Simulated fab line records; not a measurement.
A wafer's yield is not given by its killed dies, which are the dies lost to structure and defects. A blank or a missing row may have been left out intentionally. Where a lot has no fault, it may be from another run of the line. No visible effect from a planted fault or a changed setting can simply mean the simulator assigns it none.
Matching of chambers + flow nand harc + NHARC_P_ZERO_WELL_ETCH_65 on rie diel-10: 3 sister chambers
The step etches the open film in N2/H2, target depth 80 nm, overetch 24 nm, time 87.88 s. 3 wafers are shown with their chamber, then 6 later ones without.

== WAFERS, EACH WITH ITS CHAMBER ==
| wafer  | chamber | drypump motor current A (A) |
|--------|---------|-----------------------------|
| L996.3 | 2       | 5.6                         |
| L998.3 | 0       | 5.4                         |
| L998.5 | 1       | 5.2                         |

== WAFERS WHOSE CHAMBER IS MISSING ==
| wafer  | drypump motor current A (A) |
|--------|-----------------------------|
| L998.6 | 5.4                         |
| L101.4 | 5.3                         |
| L101.5 | 5.6                         |
| L110.2 | 5.2                         |
| L110.3 | 5.4                         |
| L110.4 | 5.6                         |

== EACH ONE'S CHAMBER ==
| wafer  | from the rows above     | in truth |
|--------|-------------------------|----------|
| L998.6 | 0                       | 0        |
| L101.4 | can't be placed: 1 or 0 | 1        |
| L101.5 | 2                       | 2        |
| L110.2 | 1                       | 1        |
| L110.3 | 0                       | 0        |
| L110.4 | 2                       | 2        |
Correct placement for 5 of the 6. Can't be placed from these rows: 1 (the true chamber is among the candidates in 1). Number placed wrongly: 0.
How it was worked out, from the rows above alone: a wafer's distance from a chamber is the root of the sum, over the readings, of the square of ((its reading less the chamber's mean) divided by the reading's scatter). If the next closest chamber is less than 2 further off than the closest, the wafer can't be placed; otherwise it belongs to the closest. For every chamber, the mean is computed from those of its wafers that are shown. The scatter: with one shown wafer a chamber, the root of the mean of the squares of how far each hidden wafer lies from its nearest shown one.
